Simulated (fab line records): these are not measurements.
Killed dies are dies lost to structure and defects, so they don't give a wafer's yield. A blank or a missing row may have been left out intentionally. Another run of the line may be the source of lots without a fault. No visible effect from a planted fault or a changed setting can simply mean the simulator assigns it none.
Matching of chambers / flow n5_finfet / N5_FIN_SAQP_PECVD_06 on pecvd-04: 3 sister chambers
The step deposits a-Si from SiH4/He, target thk 60 nm, time 48.1 s. 18 wafers are shown with their chamber, then 9 later ones without.

== EACH WAFER AND ITS CHAMBER ==
wafer=L078.1; chamber=1; heater_power_w (W)=689; throttle_valve_pct (%)=18.1; showerhead_plenum_p_Torr (Torr)=5.663
wafer=L078.2; chamber=0; heater_power_w (W)=849; throttle_valve_pct (%)=18.1; showerhead_plenum_p_Torr (Torr)=5.640
wafer=L078.5; chamber=0; heater_power_w (W)=857; throttle_valve_pct (%)=17.9; showerhead_plenum_p_Torr (Torr)=5.634
wafer=L081.2; chamber=0; heater_power_w (W)=782; throttle_valve_pct (%)=18.3; showerhead_plenum_p_Torr (Torr)=5.639
wafer=L081.3; chamber=1; heater_power_w (W)=657; throttle_valve_pct (%)=17.9; showerhead_plenum_p_Torr (Torr)=5.664
wafer=L081.4; chamber=0; heater_power_w (W)=776; throttle_valve_pct (%)=18.3; showerhead_plenum_p_Torr (Torr)=5.644
wafer=L082.3; chamber=0; heater_power_w (W)=782; throttle_valve_pct (%)=18.1; showerhead_plenum_p_Torr (Torr)=5.651
wafer=L082.4; chamber=0; heater_power_w (W)=783; throttle_valve_pct (%)=18.0; showerhead_plenum_p_Torr (Torr)=5.627
wafer=L082.6; chamber=1; heater_power_w (W)=621; throttle_valve_pct (%)=18.1; showerhead_plenum_p_Torr (Torr)=5.654
wafer=L084.2; chamber=1; heater_power_w (W)=684; throttle_valve_pct (%)=17.9; showerhead_plenum_p_Torr (Torr)=5.647
wafer=L084.3; chamber=0; heater_power_w (W)=847; throttle_valve_pct (%)=18.2; showerhead_plenum_p_Torr (Torr)=5.635
wafer=L084.6; chamber=1; heater_power_w (W)=661; throttle_valve_pct (%)=18.0; showerhead_plenum_p_Torr (Torr)=5.646
wafer=L087.1; chamber=1; heater_power_w (W)=676; throttle_valve_pct (%)=18.0; showerhead_plenum_p_Torr (Torr)=5.663
wafer=L087.2; chamber=0; heater_power_w (W)=793; throttle_valve_pct (%)=18.2; showerhead_plenum_p_Torr (Torr)=5.660
wafer=L087.5; chamber=2; heater_power_w (W)=834; throttle_valve_pct (%)=18.4; showerhead_plenum_p_Torr (Torr)=5.665
wafer=L088.1; chamber=1; heater_power_w (W)=634; throttle_valve_pct (%)=17.9; showerhead_plenum_p_Torr (Torr)=5.655
wafer=L088.5; chamber=2; heater_power_w (W)=875; throttle_valve_pct (%)=18.5; showerhead_plenum_p_Torr (Torr)=5.646
wafer=L088.6; chamber=0; heater_power_w (W)=828; throttle_valve_pct (%)=18.3; showerhead_plenum_p_Torr (Torr)=5.640

SIGNATURES (averages over the wafers above)
reading=heater_power_w; chamber 0=810.78; chamber 1=660.29; chamber 2=854.50; scatter within a chamber=30.4
reading=throttle_valve_pct; chamber 0=18.156; chamber 1=17.986; chamber 2=18.450; scatter within a chamber=0.12
reading=showerhead_plenum_p_Torr; chamber 0=5.64111; chamber 1=5.65600; chamber 2=5.65550; scatter within a chamber=0.00926
Rule: a wafer lies at a distance from a chamber equal to the root of the sum of squares, over the readings, of (its reading less the chamber's mean, divided by the reading's scatter). If the next closest chamber is less than 2 further off than the closest, the wafer can't be placed; otherwise it belongs to the closest. The scatter is the square root of a quotient: the sum, over the shown wafers, of each reading's squared deviation from its chamber's mean, divided by wafers minus chambers.

== WAFERS WITH NO CHAMBER GIVEN ==
wafer=L092.2; heater_power_w (W)=761; throttle_valve_pct (%)=18.2; showerhead_plenum_p_Torr (Torr)=5.650
wafer=L092.3; heater_power_w (W)=665; throttle_valve_pct (%)=18.0; showerhead_plenum_p_Torr (Torr)=5.644
wafer=L092.6; heater_power_w (W)=664; throttle_valve_pct (%)=18.0; showerhead_plenum_p_Torr (Torr)=5.652
wafer=L093.2; heater_power_w (W)=904; throttle_valve_pct (%)=18.5; showerhead_plenum_p_Torr (Torr)=5.651
wafer=L093.5; heater_power_w (W)=781; throttle_valve_pct (%)=18.6; showerhead_plenum_p_Torr (Torr)=5.665
wafer=L093.6; heater_power_w (W)=661; throttle_valve_pct (%)=18.0; showerhead_plenum_p_Torr (Torr)=5.650
wafer=L096.3; heater_power_w (W)=672; throttle_valve_pct (%)=18.0; showerhead_plenum_p_Torr (Torr)=5.663
wafer=L096.4; heater_power_w (W)=824; throttle_valve_pct (%)=18.1; showerhead_plenum_p_Torr (Torr)=5.649
wafer=L096.5; heater_power_w (W)=666; throttle_valve_pct (%)=18.1; showerhead_plenum_p_Torr (Torr)=5.653

== WHICH CHAMBER EACH WENT THROUGH ==
wafer=L092.2; from the rows above=can't be placed: 0 or 2 or 1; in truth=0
wafer=L092.3; from the rows above=1; in truth=1
wafer=L092.6; from the rows above=1; in truth=1
wafer=L093.2; from the rows above=2; in truth=2
wafer=L093.5; from the rows above=can't be placed: 2 or 0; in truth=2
wafer=L093.6; from the rows above=1; in truth=1
wafer=L096.3; from the rows above=1; in truth=1
wafer=L096.4; from the rows above=0; in truth=0
wafer=L096.5; from the rows above=1; in truth=1
Correct placement for 7 of the 9. These rows do not allow placing 2 (true chamber among the candidates in 2). 0 placed wrongly.
